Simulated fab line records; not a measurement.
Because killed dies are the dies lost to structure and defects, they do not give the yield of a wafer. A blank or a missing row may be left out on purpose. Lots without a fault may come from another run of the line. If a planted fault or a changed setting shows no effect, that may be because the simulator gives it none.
fab line records -- flow nandHarc
record lots=6, wafers=18, lastDay=33
route steps=1302 shown A_CONTACT@1022 END@1302
lots untouched by any fault: they come from a run of this same line in which no faults occurred
startH: hours from the record's first day to the start of the lot's first wafer shown -- waitH: hours from the lot's prior step to this one -- " the same as in the row above -- L1.1+2: one row covering several wafers at once -- - either no value or no given start -- * or withheld: withheld -- < > ~ a bound
route shown NAME@n: NAME is a module with steps in the file, n the number in the route of the first one -- usual: the fault-free wafers' mean and standard deviation -- same: alike in all rows -- chamber/n: place in a boat -- sites: readings site by site -- _std_site: the values' standard deviation -- _edge_site: outer sites' mean less inner sites' -- radiusMm: for every site, how far away it sits from the centre of the wafer -- mask NAME#n: copy n -- behind: tool/chamber where the wafer was last shaped -- hold: the reason the lot was held/the length of the hold in hours/how it ended -- device: the n, p or np transistor that did not switch -- end of line: tests of these same wafers at the route's end -- where a step has no rows: the recipe by itself -- killed: the dies lost at the first sort to structure and to defects; this is not the yield of the wafer -- map: dies across one wafer; x = killed, . = not, _ = none there
set.NAME: the setting that was run; set.NAME@STEP: the one run at that earlier step -- model.NAME: the simulator's own value behind a step, which no gauge read
lots at some steps of the route; a table a step, a row a wafer
services: a tool's chamber out of use, with start hour (startH, from the record's first day; less than 0 if before it), hours out, and reason
## steps
# step NHARC_A_CONTACT_STRIP_100
# recipe cf4FlowSccm=100, chf3FlowSccm=30, arFlowSccm=0, biasW=0, chemistry=CF4/CHF3
# step NHARC_A_CONTACT_STRIP_101
# recipe o2FlowSccm=400, cosFlowSccm=20, arFlowSccm=0, biasW=0, chemistry=O2/COS
# step NHARC_A_CONTACT_ETCH_102
# recipe targetDepthA=1000, overetchA=100, timeS=55, ionEnergyEv=100, cf4FlowSccm=80, o2FlowSccm=20, arFlowSccm=0, rfW=300, biasW=100, chemistry=CF4/O2
# usual drypumpMotorCurrentA=5.8/0.5, oesProductAu=1.002/0.0079, rfFwdPowerW=296.8/1.6, rfVppV=197.6/1.3, showerheadPlenumPTorr=1.33/0.049, throttleValvePct=13.398/0.0094
lot.wafer,tool,chamber,startH,waitH,drypumpMotorCurrentA,oesProductAu,rfFwdPowerW,rfHoursCounterH,rfVppV,showerheadPlenumPTorr,throttleValvePct
L743.3,rieDiel-04,2,514.95,0.0,5.7,0.996,297.4,52,196.0,1.30,13.413
L743.2,rieDiel-04,0,514.95,0.0,4.6,0.986,293.9,50,199.8,1.42,13.407
L743.6,rieDiel-04,2,514.95,0.0,5.7,0.985,297.5,-,197.1,1.29,13.388
L747.3,rieDiel-01,3,519.66,0.1,5.5,1.009,295.2,23,196.7,1.27,13.398
L747.6,rieDiel-01,3,519.66,0.1,5.5,1.004,293.9,-,196.9,1.27,13.400
L747.5,rieDiel-01,0,519.66,0.1,6.5,1.003,298.8,-,197.9,1.33,13.408
L750.3,rieDiel-01,1,557.75,0.1,5.3,1.006,296.0,36,198.0,1.35,13.393
L750.6,rieDiel-01,1,557.75,0.1,5.3,1.009,295.8,-,198.4,1.35,13.408
L750.5,rieDiel-01,2,557.75,0.1,5.8,1.017,299.0,-,199.0,1.38,13.408
L751.1,rieDiel-07,2,585.34,0.1,5.9,0.996,295.4,30,195.1,1.31,13.409
L751.5,rieDiel-07,0,585.34,0.1,6.5,1.008,295.4,-,199.0,1.40,13.410
L751.6,rieDiel-07,1,585.34,0.1,5.7,1.007,298.4,-,197.5,1.30,13.402
L761.1,rieDiel-01,2,684.06,0.1,5.8,1.005,298.1,17,198.7,1.38,13.399
L761.2,rieDiel-01,3,684.06,0.1,5.5,1.012,295.4,19,194.6,1.26,13.388
L761.4,rieDiel-01,1,684.06,0.1,5.3,1.009,296.8,12,199.5,1.35,13.384
L764.4,rieDiel-01,3,712.41,0.1,5.5,1.004,296.4,24,196.6,1.26,13.407
L764.5,rieDiel-01,2,712.41,0.1,5.9,1.016,298.3,-,199.6,1.38,13.399
L764.6,rieDiel-01,3,712.41,0.1,5.5,1.001,295.2,-,195.3,1.26,13.402
# step NHARC_A_CONTACT_STRIP_55
# recipe o2FlowSccm=500, arFlowSccm=0, biasW=0, chemistry=O2
# usual drypumpMotorCurrentA=5.8/0.53, oesProductAu=1.003/0.0082, rfVppV=57.8/0.95, showerheadPlenumPTorr=3.51/0.13, throttleValvePct=17.037/0.0089
lot.wafer,tool,chamber,startH,waitH,drypumpMotorCurrentA,oesProductAu,rfHoursCounterH,rfVppV,showerheadPlenumPTorr,throttleValvePct
L743.2,rieDiel-04,3,-,-,6.2,0.991,52,58.6,3.58,17.043
L743.3,rieDiel-04,0,-,-,4.6,0.991,50,58.9,3.74,17.032
L743.6,rieDiel-04,3,-,-,6.2,1.005,-,58.6,3.58,17.032
L747.3,rieDiel-01,0,-,-,6.5,1.005,26,57.9,3.51,17.039
L747.6,rieDiel-01,3,-,-,5.5,1.009,-,57.8,3.36,17.037
L747.5,rieDiel-01,0,-,-,6.5,0.995,-,57.5,3.51,17.027
L750.3,rieDiel-01,2,-,-,5.8,1.015,30,57.4,3.65,17.050
L750.6,rieDiel-01,2,-,-,5.9,1.028,-,57.8,3.65,17.030
L750.5,rieDiel-01,3,-,-,5.5,1.004,-,58.1,3.35,17.048
L751.1,rieDiel-07,1,-,-,5.7,1.007,27,58.5,3.43,17.039
L751.6,rieDiel-07,1,-,-,5.7,1.010,-,58.1,3.43,17.023
L751.5,rieDiel-07,2,-,-,5.9,1.002,-,57.3,3.46,17.047
L761.4,rieDiel-01,3,-,-,5.5,1.009,20,56.8,3.34,17.030
L761.1,rieDiel-01,0,-,-,6.5,1.007,19,56.3,3.50,17.045
L761.2,rieDiel-01,1,-,-,5.3,1.006,12,58.7,3.57,17.032
L764.4,rieDiel-01,2,-,-,5.9,1.006,21,58.1,3.64,17.045
L764.6,rieDiel-01,0,-,-,6.5,1.006,-,55.8,3.49,17.043
L764.5,rieDiel-01,1,-,-,5.3,1.009,-,56.7,3.57,17.042
# step NHARC_A_CONTACT_STRIP_56
# recipe timeS=600, tempC=30, chemistry=postEtchResidueRemover
# step NHARC_A_CONTACT_DEP_57
# recipe targetThkA=53000, tempC=400, material=aC
# usual throttleValvePct=35.000/0.0087
lot.wafer,tool,chamber,startH,waitH,throttleValvePct
L743.2,aclDep-01,0,516.20,-,35.001
L743.3,aclDep-01,0,516.20,-,34.982
L743.6,aclDep-01,0,518.34,-,34.993
L747.3,aclDep-01,0,521.83,-,35.012
L747.5,aclDep-01,0,522.91,-,35.008
L747.6,aclDep-01,0,522.91,-,34.990
L750.3,aclDep-03,0,559.50,-,35.003
L750.5,aclDep-03,0,560.58,-,35.001
L750.6,aclDep-03,0,560.58,-,34.998
L751.1,aclDep-01,0,586.58,-,35.010
L751.5,aclDep-01,0,588.71,-,34.993
L751.6,aclDep-01,0,588.71,-,35.005
L761.1,aclDep-01,0,689.13,-,35.000
L761.2,aclDep-01,0,689.13,-,34.998
L761.4,aclDep-01,0,690.73,-,34.992
L764.4,aclDep-03,0,715.30,-,34.994
L764.5,aclDep-03,0,715.30,-,34.990
L764.6,aclDep-03,0,715.30,-,34.992
# step NHARC_A_CONTACT_DEP_58
# recipe targetThkA=900, targetThkNm=90, tempC=400, pressureTorr=3.5, flowSccm=200, rfW=350, material=SiON
# usual heaterPowerW=760/110, rfFwdPowerW=348.4/1.2
lot.wafer,tool,chamber,startH,waitH,heaterPowerW,rfFwdPowerW
L743.2,pecvd-03,2,518.89,2.2,640,348.5
L743.3,pecvd-03,0,518.89,2.2,623,350.1
L743.6,pecvd-03,2,518.89,2.2,644,347.6
L747.3,pecvd-04,0,524.07,1.7,783,347.7
L747.6,pecvd-04,1,524.07,1.7,736,348.8
L747.5,pecvd-04,2,524.07,1.7,794,348.2
L750.3,pecvd-04,2,561.75,1.7,843,347.8
L750.6,pecvd-04,1,561.75,1.7,781,349.4
L750.5,pecvd-04,2,561.75,1.7,866,347.9
L751.1,pecvd-01,2,589.79,2.7,700,347.3
L751.6,pecvd-01,0,589.79,2.7,992,348.1
L751.5,pecvd-01,1,589.79,2.7,769,346.9
L761.1,pecvd-03,1,692.35,2.7,617,348.6
L761.2,pecvd-03,0,692.35,2.7,670,348.9
L761.4,pecvd-03,2,692.35,2.7,669,347.0
L764.6,pecvd-01,2,717.02,0.1,675,348.0
L764.5,pecvd-01,0,717.02,0.1,956,349.2
L764.4,pecvd-01,1,717.02,0.1,749,349.0
# step NHARC_A_CONTACT_DEHYDRATE_59
# recipe tempC=150, timeS=120
# step NHARC_A_CONTACT_HMDS_60
# recipe timeS=30
# step NHARC_A_CONTACT_COAT_61
# recipe tempC=260, timeS=75
# step NHARC_A_CONTACT_COAT_62
# recipe tempC=225, timeS=65
# step NHARC_A_CONTACT_COAT_63
# recipe spinRpm=1500, resistThkNm=90
# step NHARC_A_CONTACT_SOFTBAKE_64
# recipe tempC=105, timeS=55
# usual heaterPowerTotalW=188.44/0.15
lot.wafer,tool,chamber,startH,waitH,heaterPowerTotalW
L743.2,lithoTrack-04,0,519,-,188.38
L743.3,lithoTrack-04,0,519,-,188.28
L743.6,lithoTrack-04,0,519,-,188.43
L747.3,lithoTrack-04,0,524,-,188.37
L747.5,lithoTrack-04,0,524,-,188.34
L747.6,lithoTrack-04,0,524,-,188.40
L750.3,lithoTrack-01,0,561,-,188.41
L750.5,lithoTrack-01,0,561,-,188.41
L750.6,lithoTrack-01,0,561,-,188.52
L751.1,lithoTrack-06,0,590,-,188.34
L751.5,lithoTrack-06,0,590,-,188.41
L751.6,lithoTrack-06,0,590,-,188.48
L761.1,lithoTrack-04,0,692,-,188.39
L761.2,lithoTrack-04,0,692,-,198.07
L761.4,lithoTrack-04,0,692,-,198.13
L764.4,lithoTrack-04,0,717,-,198.50
L764.5,lithoTrack-04,0,717,-,188.52
L764.6,lithoTrack-04,0,717,-,188.42
# step NHARC_A_CONTACT_EBR_65
# step NHARC_END_SORT_01
# recipe tempC=25
# usual killedAtArray=44/16, killedAtOther=0.6/1.1, killedAtPeriphery=3.9/2.6, killedDies=48/16, killedOpen=3.1/1.9, killedShort=2.4/1.8
# same grossDies=677
lot.wafer,tool,chamber,startH,waitH,killedAtArray,killedAtOther,killedAtPeriphery,killedDies,killedOpen,killedShort
L750.3,prober-02,0,625.65,3.1,67,0,1,68,2,4
L750.5,prober-02,0,627.26,3.7,77,1,2,80,3,1
L750.6,prober-02,0,628.07,4.0,54,0,3,57,6,0
# killed by level:class
L750.3 A_CHANNEL_HOLE_D2:chamberFilmFlake=25 A_CHANNEL_HOLE_D1:chamberFilmFlake=17 A_CONTACT:chamberFilmFlake=9 A_STAIRCASE:chamberFilmFlake=6 A_SGD_CUT:chamberFilmFlake=2 A_ONON_D1:geometricParticle:short=1 A_CHANNEL_FILL_D2:geometricParticle:short=1 A_SGD_CUT:geometricParticle:short=1
L750.5 A_CHANNEL_HOLE_D2:chamberFilmFlake=28 A_CHANNEL_HOLE_D1:chamberFilmFlake=24 A_CONTACT:chamberFilmFlake=9 A_STAIRCASE:chamberFilmFlake=5 A_SGD_CUT:chamberFilmFlake=2 A_M0:chamberFilmFlake=2 A_ONON_D1:geometricParticle:short=1 A_CHANNEL_HOLE_D2:geometricParticle:open=1
L750.6 A_CHANNEL_HOLE_D2:chamberFilmFlake=16 A_CHANNEL_HOLE_D1:chamberFilmFlake=11 A_CONTACT:chamberFilmFlake=7 A_STAIRCASE:chamberFilmFlake=6 A_M0:chamberFilmFlake=5 A_WL_FILL:chamberFilmFlake=3 A_CHANNEL_FILL_D1:geometricParticle:open=2 A_CHANNEL_FILL_D2:geometricParticle:open=2
## services
tool,chamber,startH,hours,kind
pecvd-01,-,492.25,13.0,pm
rieDiel-04,1,492.65,4.0,repair
lithoTrack-01,-,505.00,7.0,pm
pecvd-01,-,522.38,0.6,repair
rieDiel-04,-,532.41,9.0,pm
pecvd-03,-,548.02,13.0,pm
rieDiel-07,-,550.42,0.9,repair
lithoTrack-04,-,553.00,7.0,pm
aclDep-01,-,557.11,13.0,pm
rieDiel-01,-,558.11,9.0,pm
rieDiel-07,0,562.55,12.0,repair
rieDiel-01,3,601.55,3.7,repair
rieDiel-01,1,604.61,18.3,repair
pecvd-01,1,620.90,18.4,repair
pecvd-04,-,631.68,13.0,pm
rieDiel-07,-,648.23,9.0,pm
rieDiel-04,1,655.38,4.3,repair
pecvd-03,1,655.94,8.7,repair
rieDiel-04,2,669.20,17.9,repair
pecvd-04,-,669.56,1.6,repair
pecvd-01,-,673.25,13.0,pm
aclDep-03,-,680.02,13.0,pm
rieDiel-04,0,703.71,5.1,repair
rieDiel-04,-,709.41,9.0,pm
## key
firstSign step=NHARC_A_CONTACT_SOFTBAKE_64, reading=heaterPowerTotalW, direction=up, sigmas=67, usual=*, struck=*
effect none on later readings
metAt NHARC_A_CONTACT_SOFTBAKE_64
struckWafers L761.2,L761.4,L764.4
testerLeftOut L761,L764
onsetBetween 524 692
fault kind=processParameterDrift, tool=lithoTrack-04, chamber=-, onsetH=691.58, steps=NHARC_A_CONTACT_SOFTBAKE_64, channel=timeS, offset=*, shape=step, endH=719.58, scope=struckWafersOnly, actsIn=*, stated=*
# testerLeftOut: of these lots the tester's yield and bins aren't shown, on N5 and GAA mostly nor the transistor test; their killed dies are dies lost to structure and defects alone, not to doping, threshold or leakage, so they don't give the yield
